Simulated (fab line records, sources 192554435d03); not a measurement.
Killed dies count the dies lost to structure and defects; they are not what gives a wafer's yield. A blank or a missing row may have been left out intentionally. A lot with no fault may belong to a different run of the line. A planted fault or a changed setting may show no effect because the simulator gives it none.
fab line records / flow n5_finfet
[record] lots = 3 wafers = 9 last_day = 17
route steps=1938 shown MOL_CONTACT_COAG@626 BEOL_M0_SAQP@632 BEOL_M4@1111
lots that met no fault: from a run of the same line without faults
start_h: hours from the record's opening day to when the first of the lot's shown wafers began / wait_h: hours from the lot's prior step to this one / " repeats the value in the row above / L1.1+2: several wafers, shown together as one row / - either no value or no given start / * or withheld: withheld / < > ~ a bound
route shown NAME@n: NAME is a module with steps in the file, n the number in the route of the first one / usual: average and standard deviation across the fault-free wafers / same: alike in all rows / chamber/n: place in a boat / sites: each site's reading / _std_site: the standard deviation of these / _edge_site: the outer-site mean with the inner-site mean subtracted / radius_mm: for every site, how far away it sits from the centre of the wafer / mask NAME#n: copy n / behind: the tool/chamber that last shaped the wafer / hold: why the lot went on hold/how many hours it stayed there/how the hold came to an end / device: which transistor (n, p or np) failed to switch / end of line: the same wafers' tests at the end of the route / a step without rows: its recipe alone / killed: at the first sort, the dies lost to defects and structure; wafer yield is something else / map: a wafer's dies, marking killed ones x, the rest . and places with no die _
set.NAME: the run value of the setting; set.NAME@STEP: its run value at that earlier step / model.NAME: the simulator's own value behind a step, which no gauge read
lots seen at some steps along the route; tables by step, rows by wafer
services: when a tool's chamber went out of use (start_h, in hours from the record's first day, below 0 if earlier), for how many hours, and the reason
[[steps]]
[step N5_MOL_CONTACT_COAG_SRD_128]
[recipe] dry_time_s = 32 dry = n2_spin spin_rpm = 1500
[step N5_MOL_CONTACT_COAG_CMP_52]
[recipe] stop_on = SiO2 t_overpolish_s = 1.5 post_cmp_clean = w_dilute_nh4oh down_force_psi = 4 platen_rpm = 50.289 pad_velocity_m_s = 1.0006 target_thk_nm = 66.5
[step N5_MOL_CONTACT_COAG_ANNEAL_112]
[recipe] temp_c = 400 time_s = 1800 ambient = HPD2 pressure_atm = 10
[step N5_BEOL_M0_SAQP_PECVD_00]
[recipe] material = SiCN target_thk_a = 80 temp_c = withheld precursor = 3MS/NH3 pressure_torr = 3 rf_w = 202 time_s = 14
[step N5_BEOL_M0_SAQP_ILD_DEP_01]
[recipe] material = SiOC target_thk_a = 454.19 temp_c = 350 precursor = DEMS/O2 pressure_torr = 5 rf_w = 500 time_s = 8.7
[step N5_BEOL_M0_SAQP_HM_DEP_02]
[recipe] material = TiN target_thk_a = 120 temp_c = 25 chamber_pressure_pa = 0.49996
[step N5_BEOL_M0_SAQP_PECVD_03]
[recipe] material = SiCN target_thk_a = 120 temp_c = withheld precursor = 3MS/NH3 pressure_torr = 3 rf_w = 202 time_s = 21.1
[step N5_BEOL_M0_SAQP_PECVD_96]
[recipe] material = a-Si target_thk_a = 450 temp_c = 350 precursor = SiH4/He pressure_torr = 3 rf_w = 100 time_s = 45.2
[step N5_BEOL_M0_SAQP_PECVD_97]
[recipe] material = SiNx target_thk_a = 230 temp_c = 350 precursor = SiH4/NH3/N2 pressure_torr = 1.5 rf_w = 300 time_s = 19.9
[step N5_BEOL_M0_SAQP_PECVD_04]
[recipe] material = a-Si target_thk_a = 600 temp_c = 350 precursor = SiH4/He pressure_torr = 3 rf_w = 100 time_s = 60.2
[usual] heater_power_w = 637/57 showerhead_plenum_p_Torr = 5.65/0.048 throttle_valve_pct = 17.9/1.1
lot.wafer=L381.1 tool=pecvd-02 chamber=0 start_h=146.53 wait_h=0.0 heater_power_w=656 showerhead_plenum_p_Torr=5.70 throttle_valve_pct=18.7 model.a-Si_of_BEOL_M0_SAQP_PECVD_04.thk_nm=59.4
lot.wafer=L381.3 tool=pecvd-02 chamber=2 start_h=146.53 wait_h=0.0 heater_power_w=564 showerhead_plenum_p_Torr=5.65 throttle_valve_pct=15.8 model.a-Si_of_BEOL_M0_SAQP_PECVD_04.thk_nm=58
lot.wafer=L381.5 tool=pecvd-02 chamber=0 start_h=146.53 wait_h=0.0 heater_power_w=663 showerhead_plenum_p_Torr=5.70 throttle_valve_pct=18.6 model.a-Si_of_BEOL_M0_SAQP_PECVD_04.thk_nm=60.2
lot.wafer=L393.1 tool=pecvd-02 chamber=0 start_h=218.59 wait_h=0.0 heater_power_w=683 showerhead_plenum_p_Torr=5.70 throttle_valve_pct=18.7 model.a-Si_of_BEOL_M0_SAQP_PECVD_04.thk_nm=60
lot.wafer=L393.5 tool=pecvd-02 chamber=0 start_h=218.59 wait_h=0.0 heater_power_w=686 showerhead_plenum_p_Torr=5.70 throttle_valve_pct=18.8 model.a-Si_of_BEOL_M0_SAQP_PECVD_04.thk_nm=60.6
lot.wafer=L393.6 tool=pecvd-02 chamber=1 start_h=218.59 wait_h=0.0 heater_power_w=669 showerhead_plenum_p_Torr=5.70 throttle_valve_pct=18.8 model.a-Si_of_BEOL_M0_SAQP_PECVD_04.thk_nm=60.4
lot.wafer=L398.2 tool=pecvd-01 chamber=2 start_h=248.34 wait_h=0.0 heater_power_w=580 showerhead_plenum_p_Torr=5.64 throttle_valve_pct=17.6 model.a-Si_of_BEOL_M0_SAQP_PECVD_04.thk_nm=58.6
lot.wafer=L398.4 tool=pecvd-01 chamber=1 start_h=248.34 wait_h=0.0 heater_power_w=616 showerhead_plenum_p_Torr=5.61 throttle_valve_pct=18.4 model.a-Si_of_BEOL_M0_SAQP_PECVD_04.thk_nm=60
lot.wafer=L398.6 tool=pecvd-01 chamber=0 start_h=248.34 wait_h=0.0 heater_power_w=681 showerhead_plenum_p_Torr=5.54 throttle_valve_pct=18.2 model.a-Si_of_BEOL_M0_SAQP_PECVD_04.thk_nm=60.6
[step N5_BEOL_M0_SAQP_HM_DEP_111]
[recipe] material = SiO2 target_thk_a = 120 temp_c = 400 precursor = SiH4/N2O pressure_torr = 0.75 rf_w = 275 time_s = 7.2
[step N5_BEOL_M0_SAQP_COAT_81]
[recipe] resist = SOC temp_c = 250 time_s = 60 spin_rpm = 1500 resist_thk_nm = 100
[step N5_BEOL_M0_SAQP_COAT_82]
[recipe] resist = SiARC temp_c = 220 time_s = 60 spin_rpm = 1500 resist_thk_nm = 30
[step N5_BEOL_M0_SAQP_COAT_08]
[recipe] resist = CAR-ArF spin_rpm = 1500 resist_thk_nm = 90
[step N5_BEOL_M0_SAQP_EBR_10]
[recipe] solvent = PGMEA ebr_width_mm = 1.5
[step N5_BEOL_M0_SAQP_SOFTBAKE_09]
[recipe] temp_c = 110 time_s = 60 resist = CAR-ArF
[step N5_BEOL_M0_SAQP_EXPOSE_11]
[recipe] mask_id = M0_CORE na = 1.35 source_shape = dipole sigma_inner = 0.538 sigma_outer = 0.738 polarization = te target_cd_nm = 42 dose_mj = 55
[step N5_BEOL_M0_SAQP_PEB_12]
[recipe] peb_temp_c = withheld peb_time_s = 60 resist = CAR-ArF
[step N5_BEOL_M0_SAQP_DEVELOP_13]
[recipe] develop_time_s = 30 developer = TMAH resist = CAR-ArF dev_temp_c = 23 rinse_liquid = diw dry = air_spin
[step N5_BEOL_M0_SAQP_DESCUM_19]
[recipe] chemistry = O2 time_s = 7.9 source_power_w = 50 bias_power_w = 20 pressure_mtorr = 20 rf_frequency_hz = 2.712e+07 temp_c = 40 resist = CAR-ArF o2_flow_sccm = 225
[step N5_BEOL_M0_SAQP_ETCH_83]
[recipe] chemistry = CF4 target = SiARC target_depth_a = 390 mask_material = CAR-ArF time_s = 65 ion_energy_ev = 80 pressure_mtorr = 40 source_w = 545 bias_w = 36 Ar_flow_sccm = 100 cf4_flow_sccm = 100 ends = cleared
[step N5_BEOL_M0_SAQP_ETCH_84]
[recipe] chemistry = N2/H2 target = SOC target_depth_a = 1000 overetch_a = 200 mask_material = SiARC temp_c = 40 time_s = 150 ion_energy_ev = 200 pressure_mtorr = 30 source_w = 840 bias_w = 150 n2_flow_sccm = 200 h2_flow_sccm = 200
[step N5_BEOL_M0_SAQP_STRIP_80]
[recipe] chemistry = N2/H2 temp_c = 40 n2_flow_sccm = 200 h2_flow_sccm = 200 rf_frequency_hz = 6e+07
[step N5_BEOL_M0_SAQP_HM_OPEN_112]
[recipe] chemistry = CHF3/O2 target = SiO2 stop_on = a-Si target_depth_a = 120 over_etch_frac = 1.25 mask_material = SOC time_s = 13.5 pressure_mtorr = 30 source_w = 650 bias_w = 170 Ar_flow_sccm = 200 CHF3_flow_sccm = 50 O2_flow_sccm = 5 ion_energy_ev = 200 ends = end_point
[step N5_BEOL_M0_SAQP_STRIP_113]
[recipe] chemistry = CHF3/O2 resist = SiARC rf_frequency_hz = 6e+07
[step N5_BEOL_M0_SAQP_MANDREL_ETCH_20]
[recipe] target_depth_a = 600 chemistry = HBr/Cl2 target = a-Si stop_on = SiNx bt_time_s = 10 mask_material = SOC over_etch_frac = 0.5 time_s = 30 pressure_mtorr = 10 icp_w = 800 bias_w = 75 HBr_flow_sccm = 150 Cl2_flow_sccm = 80 ends = end_point
[usual] drypump_motor_current_A = 5.5/0.37 mfc_cl2_sccm = 80.00/0.23 oes_product_au = 0.775/0.011 throttle_valve_pct = 35.4/0.37
lot.wafer=L381.1 tool=rie_si-01 chamber=0 start_h=147.36 wait_h=0.0 drypump_motor_current_A=5.7 mfc_cl2_sccm=79.81 oes_product_au=0.769 rf_hours_counter_h=135 throttle_valve_pct=35.6 model.etch.depth_nm=59.29
lot.wafer=L381.3 tool=rie_si-01 chamber=1 start_h=147.36 wait_h=0.0 drypump_motor_current_A=5.5 mfc_cl2_sccm=79.71 oes_product_au=0.770 rf_hours_counter_h=156 throttle_valve_pct=35.6 model.etch.depth_nm=57.86
lot.wafer=L381.5 tool=rie_si-01 chamber=2 start_h=147.36 wait_h=0.0 drypump_motor_current_A=5.2 mfc_cl2_sccm=80.07 oes_product_au=0.773 rf_hours_counter_h=- throttle_valve_pct=34.7 model.etch.depth_nm=60.11
lot.wafer=L393.1 tool=rie_si-01 chamber=0 start_h=219.53 wait_h=0.0 drypump_motor_current_A=5.7 mfc_cl2_sccm=80.41 oes_product_au=0.768 rf_hours_counter_h=136 throttle_valve_pct=35.6 model.etch.depth_nm=59.89
lot.wafer=L393.5 tool=rie_si-01 chamber=3 start_h=219.53 wait_h=0.0 drypump_motor_current_A=4.9 mfc_cl2_sccm=79.26 oes_product_au=0.786 rf_hours_counter_h=- throttle_valve_pct=35.7 model.etch.depth_nm=60.49
lot.wafer=L393.6 tool=rie_si-01 chamber=1 start_h=219.53 wait_h=0.0 drypump_motor_current_A=5.5 mfc_cl2_sccm=79.65 oes_product_au=0.787 rf_hours_counter_h=- throttle_valve_pct=35.5 model.etch.depth_nm=60.37
lot.wafer=L398.2 tool=rie_si-01 chamber=2 start_h=249.29 wait_h=0.0 drypump_motor_current_A=5.3 mfc_cl2_sccm=79.79 oes_product_au=0.757 rf_hours_counter_h=0 throttle_valve_pct=35.2 model.etch.depth_nm=58.61
lot.wafer=L398.4 tool=rie_si-01 chamber=1 start_h=249.29 wait_h=0.0 drypump_motor_current_A=5.6 mfc_cl2_sccm=80.26 oes_product_au=0.784 rf_hours_counter_h=158 throttle_valve_pct=35.5 model.etch.depth_nm=59.82
lot.wafer=L398.6 tool=rie_si-01 chamber=1 start_h=249.29 wait_h=0.0 drypump_motor_current_A=5.5 mfc_cl2_sccm=80.42 oes_product_au=0.787 rf_hours_counter_h=- throttle_valve_pct=35.5 model.etch.depth_nm=60.46
[step N5_BEOL_M0_SAQP_STRIP_86]
[recipe] chemistry = N2/H2 power_w = 500 temp_c = 40 pressure_mtorr = 50 rf_frequency_hz = 6e+07 overash_fraction = 0.3 bias_power_w = 28 h2_frac = 0.5 n2_flow_sccm = 300 h2_flow_sccm = 300
[step N5_BEOL_M0_SAQP_STRIP_115]
[recipe] chemistry = post_etch_residue_remover time_s = 60 temp_c = 25 remover_ph = withheld remover_water_wt_pct = withheld remover_fluoride_wt_pct = withheld
[step N5_BEOL_M0_SAQP_SRD_93]
[recipe] dry = ipa_marangoni time_s = 30 temp_c = 23 rinse_liquid = diw
[step N5_BEOL_M0_SAQP_RECESS_114]
[recipe] chemistry = HF/NH3 target = SiO2 target_depth_a = 144 afs_cycles = 3 temp_c = 30 sublimation_temp_c = 180 sublimation_time_s = 60
[step N5_BEOL_M0_SAQP_SPACER1_ALD_98]
[recipe] material = SiO2 target_thk_a = 128 temp_c = 300 ald_precursor_family = BDEAS ald_co_reactant = O2-plasma pulse_time_s = 1 purge_time_s = 2 co_reactant_purge_time_s = 2 ald_cycles = 138 pressure_torr = 2
[step N5_BEOL_M0_SAQP_SPACER1_ETCHBACK_99]
[recipe] chemistry = CHF3/O2 mode = anisotropic_etchback target = SiO2 target_depth_a = 154 time_s = 7.7 pressure_mtorr = 30 source_w = 650 bias_w = 170 Ar_flow_sccm = 200 CHF3_flow_sccm = 50 O2_flow_sccm = 5 ion_energy_ev = 200
[usual] drypump_motor_current_A = 6.0/0.38 oes_f_703_au = 0.75/0.077 oes_product_au = 0.74/0.072 rf_vpp_V = 525/7.8 showerhead_plenum_p_Torr = 2.39/0.084 throttle_valve_pct = 19.00/0.23
lot.wafer=L381.1 tool=rie_diel-01 chamber=2 start_h=148.46 wait_h=0.3 drypump_motor_current_A=5.2 oes_f_703_au=0.98 oes_product_au=0.96 rf_hours_counter_h=4 rf_vpp_V=530 showerhead_plenum_p_Torr=2.37 throttle_valve_pct=18.72 model.a-Si_of_BEOL_M0_SAQP_PECVD_04.thk_nm=58.6
lot.wafer=L381.3 tool=rie_diel-01 chamber=0 start_h=148.46 wait_h=0.3 drypump_motor_current_A=6.2 oes_f_703_au=0.71 oes_product_au=0.73 rf_hours_counter_h=201 rf_vpp_V=524 showerhead_plenum_p_Torr=2.30 throttle_valve_pct=19.04 model.a-Si_of_BEOL_M0_SAQP_PECVD_04.thk_nm=57.2
lot.wafer=L381.5 tool=rie_diel-01 chamber=0 start_h=148.46 wait_h=0.3 drypump_motor_current_A=6.2 oes_f_703_au=0.70 oes_product_au=0.72 rf_hours_counter_h=- rf_vpp_V=524 showerhead_plenum_p_Torr=2.30 throttle_valve_pct=19.04 model.a-Si_of_BEOL_M0_SAQP_PECVD_04.thk_nm=59.4
lot.wafer=L393.1 tool=rie_diel-01 chamber=1 start_h=220.63 wait_h=0.3 drypump_motor_current_A=6.1 oes_f_703_au=0.69 oes_product_au=0.69 rf_hours_counter_h=224 rf_vpp_V=524 showerhead_plenum_p_Torr=2.38 throttle_valve_pct=19.15 model.a-Si_of_BEOL_M0_SAQP_PECVD_04.thk_nm=59.4
lot.wafer=L393.5 tool=rie_diel-01 chamber=3 start_h=220.63 wait_h=0.3 drypump_motor_current_A=5.6 oes_f_703_au=0.74 oes_product_au=0.70 rf_hours_counter_h=- rf_vpp_V=520 showerhead_plenum_p_Torr=2.50 throttle_valve_pct=19.23 model.a-Si_of_BEOL_M0_SAQP_PECVD_04.thk_nm=59.8
lot.wafer=L393.6 tool=rie_diel-01 chamber=0 start_h=220.63 wait_h=0.3 drypump_motor_current_A=6.2 oes_f_703_au=0.69 oes_product_au=0.70 rf_hours_counter_h=- rf_vpp_V=523 showerhead_plenum_p_Torr=2.29 throttle_valve_pct=19.06 model.a-Si_of_BEOL_M0_SAQP_PECVD_04.thk_nm=59.8
lot.wafer=L398.2 tool=rie_diel-05 chamber=1 start_h=250.39 wait_h=0.3 drypump_motor_current_A=6.0 oes_f_703_au=0.76 oes_product_au=0.72 rf_hours_counter_h=186 rf_vpp_V=517 showerhead_plenum_p_Torr=2.40 throttle_valve_pct=18.78 model.a-Si_of_BEOL_M0_SAQP_PECVD_04.thk_nm=58
lot.wafer=L398.4 tool=rie_diel-05 chamber=0 start_h=250.39 wait_h=0.3 drypump_motor_current_A=6.4 oes_f_703_au=0.93 oes_product_au=0.92 rf_hours_counter_h=- rf_vpp_V=523 showerhead_plenum_p_Torr=2.55 throttle_valve_pct=19.04 model.a-Si_of_BEOL_M0_SAQP_PECVD_04.thk_nm=59.2
lot.wafer=L398.6 tool=rie_diel-05 chamber=3 start_h=250.39 wait_h=0.3 drypump_motor_current_A=6.2 oes_f_703_au=0.70 oes_product_au=0.68 rf_hours_counter_h=- rf_vpp_V=537 showerhead_plenum_p_Torr=2.48 throttle_valve_pct=19.15 model.a-Si_of_BEOL_M0_SAQP_PECVD_04.thk_nm=59.8
[step N5_BEOL_M0_SAQP_MANDREL1_REMOVE_100]
[recipe] chemistry = HBr/Cl2/O2 bt_time_s = 10 target = a-Si stop_on = SiNx endpoint = OES-SiCl over_etch_frac = 0.85 icp_w = 600 bias_w = 30 HBr_flow_sccm = 150 Cl2_flow_sccm = 80 O2_flow_sccm = 5 pressure_mtorr = 10
[step N5_BEOL_M4_RC_MEAS_101]
[usual] DIBL_N = 36.0/1.7 DIBL_P = 35.8/2 IOFF_N = 0.15/0.03 IOFF_P = 0.20/0.037 ION_N = 670/12 ION_P = 460/7.2 SS_N = 71.5/0.68 SS_P = 73.2/0.65 VT_N = 250/3.1 VT_P = -251/3.4
lot.wafer=L381.1 tool=prober-01 chamber=0 start_h=200.59 wait_h=0.0 DIBL_N[mV/V]=39.2 DIBL_P[mV/V]=40.2 IOFF_N[nA/um]=0.21 IOFF_P[nA/um]=0.26 ION_N[uA/um]=693 ION_P[uA/um]=468 SS_N[mV/dec]=72.6 SS_P[mV/dec]=73.9 VT_N[mV]=246 VT_P[mV]=-247
lot.wafer=L381.3 tool=prober-01 chamber=0 start_h=200.59 wait_h=0.0 DIBL_N[mV/V]=37.4 DIBL_P[mV/V]=37.1 IOFF_N[nA/um]=0.16 IOFF_P[nA/um]=0.20 ION_N[uA/um]=647 ION_P[uA/um]=448 SS_N[mV/dec]=71.6 SS_P[mV/dec]=73.2 VT_N[mV]=251 VT_P[mV]=-252
lot.wafer=L381.5 tool=prober-01 chamber=0 start_h=200.59 wait_h=0.0 DIBL_N[mV/V]=38.4 DIBL_P[mV/V]=38.5 IOFF_N[nA/um]=0.18 IOFF_P[nA/um]=0.24 ION_N[uA/um]=663 ION_P[uA/um]=452 SS_N[mV/dec]=72.5 SS_P[mV/dec]=73.3 VT_N[mV]=247 VT_P[mV]=-246
lot.wafer=L393.1 tool=prober-01 chamber=0 start_h=274.39 wait_h=0.0 DIBL_N[mV/V]=36.4 DIBL_P[mV/V]=38.1 IOFF_N[nA/um]=0.17 IOFF_P[nA/um]=0.19 ION_N[uA/um]=674 ION_P[uA/um]=454 SS_N[mV/dec]=71.5 SS_P[mV/dec]=73.0 VT_N[mV]=248 VT_P[mV]=-254
lot.wafer=L393.5 tool=prober-01 chamber=0 start_h=274.39 wait_h=0.0 DIBL_N[mV/V]=34.4 DIBL_P[mV/V]=34.9 IOFF_N[nA/um]=0.14 IOFF_P[nA/um]=0.15 ION_N[uA/um]=658 ION_P[uA/um]=448 SS_N[mV/dec]=70.8 SS_P[mV/dec]=72.8 VT_N[mV]=253 VT_P[mV]=-256
lot.wafer=L393.6 tool=prober-01 chamber=0 start_h=274.39 wait_h=0.0 DIBL_N[mV/V]=33.5 DIBL_P[mV/V]=34.8 IOFF_N[nA/um]=0.11 IOFF_P[nA/um]=0.15 ION_N[uA/um]=668 ION_P[uA/um]=452 SS_N[mV/dec]=70.2 SS_P[mV/dec]=73.1 VT_N[mV]=256 VT_P[mV]=-256
lot.wafer=L398.2 tool=prober-02 chamber=0 start_h=317.27 wait_h=0.2 DIBL_N[mV/V]=36.1 DIBL_P[mV/V]=36.7 IOFF_N[nA/um]=0.16 IOFF_P[nA/um]=0.20 ION_N[uA/um]=684 ION_P[uA/um]=453 SS_N[mV/dec]=71.5 SS_P[mV/dec]=73.2 VT_N[mV]=248 VT_P[mV]=-252
lot.wafer=L398.4 tool=prober-02 chamber=0 start_h=317.27 wait_h=0.2 DIBL_N[mV/V]=36.6 DIBL_P[mV/V]=37.8 IOFF_N[nA/um]=0.17 IOFF_P[nA/um]=0.21 ION_N[uA/um]=673 ION_P[uA/um]=458 SS_N[mV/dec]=72.2 SS_P[mV/dec]=73.5 VT_N[mV]=249 VT_P[mV]=-253
lot.wafer=L398.6 tool=prober-02 chamber=0 start_h=317.27 wait_h=0.2 DIBL_N[mV/V]=36.3 DIBL_P[mV/V]=37.6 IOFF_N[nA/um]=0.16 IOFF_P[nA/um]=0.21 ION_N[uA/um]=674 ION_P[uA/um]=459 SS_N[mV/dec]=70.7 SS_P[mV/dec]=73.5 VT_N[mV]=248 VT_P[mV]=-250
[[services]]
tool=rie_diel-01 chamber=3 start_h=123.80 hours=3.1 kind=repair
tool=pecvd-02 chamber=2 start_h=131.25 hours=2.1 kind=scheduled_down
tool=rie_si-01 chamber=- start_h=135.58 hours=0.1 kind=repair
tool=pecvd-01 chamber=2 start_h=156.72 hours=2.1 kind=scheduled_down
tool=pecvd-02 chamber=- start_h=191.46 hours=0.7 kind=repair
tool=rie_diel-05 chamber=0 start_h=192.88 hours=- kind=clean
tool=rie_diel-05 chamber=0 start_h=192.88 hours=- kind=consumable_replace:focus_ring
tool=rie_diel-05 chamber=0 start_h=192.88 hours=- kind=consumable_replace:showerhead
tool=rie_diel-05 chamber=0 start_h=192.88 hours=15.2 kind=scheduled_down
tool=rie_diel-05 chamber=0 start_h=192.88 hours=15.2 kind=vent_cycle
tool=pecvd-01 chamber=1 start_h=194.67 hours=2.1 kind=scheduled_down
tool=rie_diel-05 chamber=1 start_h=197.55 hours=24.1 kind=repair
tool=pecvd-02 chamber=- start_h=206.66 hours=0.6 kind=repair
tool=rie_si-01 chamber=2 start_h=214.05 hours=- kind=clean
tool=rie_si-01 chamber=2 start_h=214.05 hours=17.8 kind=scheduled_down
tool=rie_si-01 chamber=2 start_h=214.05 hours=17.8 kind=vent_cycle
tool=pecvd-02 chamber=- start_h=219.26 hours=2.8 kind=pm
tool=pecvd-02 chamber=2 start_h=232.76 hours=12.9 kind=repair
tool=pecvd-02 chamber=0 start_h=236.34 hours=2.1 kind=scheduled_down
tool=rie_diel-05 chamber=1 start_h=244.64 hours=5.5 kind=repair
tool=rie_diel-01 chamber=0 start_h=249.43 hours=3.8 kind=repair
tool=rie_diel-05 chamber=2 start_h=250.16 hours=- kind=clean
tool=rie_diel-05 chamber=2 start_h=250.16 hours=- kind=consumable_replace:focus_ring
tool=rie_diel-05 chamber=2 start_h=250.16 hours=- kind=consumable_replace:showerhead
[[key]]
first_sign none at tools or gauges
[model_effect] step = N5_BEOL_M0_SAQP_PECVD_04 value = a-Si_of_BEOL_M0_SAQP_PECVD_04.thk_nm without = 60.2 struck = 58
[model_effect] step = N5_BEOL_M0_SAQP_MANDREL_ETCH_20 value = etch.depth_nm without = 60.08 struck = 57.86
[model_effect] step = N5_BEOL_M0_SAQP_SPACER1_ETCHBACK_99 value = a-Si_of_BEOL_M0_SAQP_PECVD_04.thk_nm without = 59.4 struck = 57.2
met_at N5_BEOL_M0_SAQP_PECVD_04
struck_wafers L381.3
[fault] kind = process_parameter_drift tool = pecvd-02 chamber = - onset_h = 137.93 steps = N5_BEOL_M0_SAQP_PECVD_04 channel = time_s offset = * shape = step end_h = 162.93 scope = struck_wafers_only acts_in = * stated = *
